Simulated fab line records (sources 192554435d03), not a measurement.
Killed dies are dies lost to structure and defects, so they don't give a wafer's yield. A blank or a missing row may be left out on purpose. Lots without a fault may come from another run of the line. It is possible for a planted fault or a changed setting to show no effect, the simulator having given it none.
A struck lot beside a sound one | flow n5 finfet | 31 steps out of a route of 1938
Sound: wafers L322.1, L322.3, L322.4. Wafers struck: L333.4, L333.5, L333.6. The cause is named last.
Each step with rows lists, per side, the tool, then ch with its chambers, then its first start. Under that, the readings that differ: sound wafers | struck wafers | difference of the means | sigmas: that difference in standard deviations of wafers without a fault.
alike: readings with means less than 2 such deviations apart, plus words and numbers identical on both sides. not compared: withheld readings, readings lacking a value on some wafer, bounds such as >300 that could conceal the same value, and numbers that have no deviation in the record and whose values overlap.
The two part at a step that has a row with sigmas, a row that says differs or no value, or rows on one side only. Numbers that have no deviation but don't overlap get no sigmas and don't part them. A reading missing from all wafers of one side parts the sides only when that side holds two or more wafers.

N5_BEOL_M11_CD_MEAS_35: the cd target is 70 nm.
  struck on cd sem-03, day 14 02:32; sound on cd sem-03, day 11 06:15
  alike: cd nm
N5_BEOL_M11_CURE_72: cures SiCOH lowk, time 120 s.
  sound on uv cure-03 ch 1, day 11 06:17; struck on uv cure-02 ch 0, day 14 02:55
  alike: lamp power pct, wafer_temp_C_max
then, 1 step without rows for these wafers: N5_BEOL_M11_DEGAS_44 (time 60 s).
N5_BEOL_M11_PRE_CLEAN_45: time 30 s.
  struck on pvd sputter-02, day 14 03:22; sound on pvd sputter-02, day 11 07:13
  alike: heater power w
then, 3 steps without rows for these wafers: N5_BEOL_M11_ALD_74 (deposits TaN, target thk 2 nm, pulse time 2 s, purge time 3 s); N5_BEOL_M11_SURFACE_TREAT_76; N5_BEOL_M11_CVD_75 (deposits Co from CCTBA/H2, target thk 2 nm, time 138.9 s).
N5_BEOL_M11_SPUTTER_48: material Cu, target thk 12 nm, time 2 s.
  struck on pvd sputter-03, day 14 05:07; sound on pvd sputter-01, day 11 08:04
  alike: throttle valve pct
then, 1 step without rows for these wafers: N5_BEOL_M11_ECD_50 (material Cu, target thk 318 nm).
N5_BEOL_M11_ANNEAL_51: time 90 s.
  sound on rtp anneal-02 ch 0, day 11 08:22; struck on rtp anneal-02 ch 0, day 14 05:29
  alike: wafer_temp_C_max
N5_BEOL_M11_CMP_52: polishes, stops on SiCOH lowk, t overpolish 7 s, target thk 140 nm.
  sound on cmp-03 ch 1,2,3, day 11 08:43; struck on cmp-03 ch 2,3, day 14 05:40
  alike: barrier field endpoint s, motor current A, overpolish run s, time to endpoint s
N5_BEOL_M11_THK_MEAS_53: measures by xrf.
  struck on film metro-02, day 14 05:58; sound on film metro-02, day 11 08:58
  alike: M11_THK
N5_BEOL_M11_PRE_CLEAN_55: time 15 s.
  sound on pecvd-04 ch 0,1,2, day 11 09:00; struck on pecvd-02 ch 0,1,2, day 14 06:01
then, 1 step without rows for these wafers: N5_BEOL_M11_DEP_56 (deposits SiCN from 3MS/NH3, target thk 30 nm, time 10.5 s).
N5_BEOL_M11_RS_MEAS_57: the measuring method here is four-point-probe.
  struck on film metro-01, day 14 06:06; sound on film metro-02, day 11 09:05
  alike: M11_RS
N5_BEOL_M11_INSPECT_58: inspects for defects (darkfield).
  struck on defect inspect-01, day 14 06:07; sound on defect inspect-01, day 11 09:07
  reading          | sound    | struck      | difference | sigmas
  raw defect count | 88 70 62 | 799 840 841 | +753       | +31
then, 1 step without rows for these wafers: N5_BEOL_M12_ILD_DEP_00 (deposits SiOC from DEMS/O2, target thk 658.92 nm, time 130.7 s).
N5_BEOL_M12_THK_MEAS_01:
  struck on film metro-02, day 14 06:17; sound on film metro-02, day 11 09:20
  alike: M12_ILD_THK
then, 8 steps without rows for these wafers: N5_BEOL_M12_COAT_58 (time 60 s, resist thk 89 nm); N5_BEOL_M12_COAT_04 (resist thk 400 nm); N5_BEOL_M12_EBR_06; N5_BEOL_M12_SOFTBAKE_05 (time 60 s); N5_BEOL_M12_EXPOSE_07 (exposes mask V11); N5_BEOL_M12_PEB_08 (peb time 90 s); N5_BEOL_M12_DEVELOP_09 (develop time 45 s); N5_BEOL_M12_HARDBAKE_14 (time 120 s).
N5_BEOL_M12_CD_MEAS_10: the cd target is 140 nm.
  sound on cd sem-03 ch 0, day 11 09:38; struck on cd sem-01 ch 0, day 14 06:43
  alike: cd nm
N5_BEOL_M12_OVL_MEAS_11:
  sound on overlay-02 ch 0, day 11 09:40; struck on overlay-01 ch 0, day 14 06:45
  alike: V11_OVL
N5_BEOL_M12_INSPECT_12: inspects for defects (macro).
  struck on defect inspect-02, day 14 06:46; sound on defect inspect-01, day 11 09:41
  reading          | sound | struck         | difference | sigmas
  raw defect count | 1 2 3 | >300 >300 >300 | differs    |
then, 1 step without rows for these wafers: N5_BEOL_M12_DESCUM_15 (chemistry O2, time 7.9 s).
N5_PASSIVATION_PROBE_49:
  struck on prober-02, day 15 22:31; sound on prober-02, day 14 06:30
  reading                  | sound          | struck         | difference | sigmas
  defect limited yield (%) | 93.0 91.2 90.0 | 80.1 79.1 81.1 | -11.3      | -7
  killed_at_M4_up          | 15 12 12       | 164 152 140    | +139       | +26
  killed dies              | 83 104 118     | 235 247 223    | +133       | +7
  sort_bin_5_function (%)  | 4.0 4.8 5.8    | 13.0 13.1 11.6 | +7.7       | +8
  sort n pass              | 1097 1076 1062 | 945 933 957    | -133       | -7
  sort yield pct (%)       | 93.0 91.2 90.0 | 80.1 79.1 81.1 | -11.3      | -7
  alike: killed_at_M0_to_M3, killed at contacts, killed at front end, killed at other, killed open, killed short, sort_bin_6_memory, sort_bin_8_speed

== WHERE THEY PART ==
Earliest at N5_BEOL_M11_INSPECT_58; latest, in this record, at N5_PASSIVATION_PROBE_49.

WHY: whatever the simulator had introduced
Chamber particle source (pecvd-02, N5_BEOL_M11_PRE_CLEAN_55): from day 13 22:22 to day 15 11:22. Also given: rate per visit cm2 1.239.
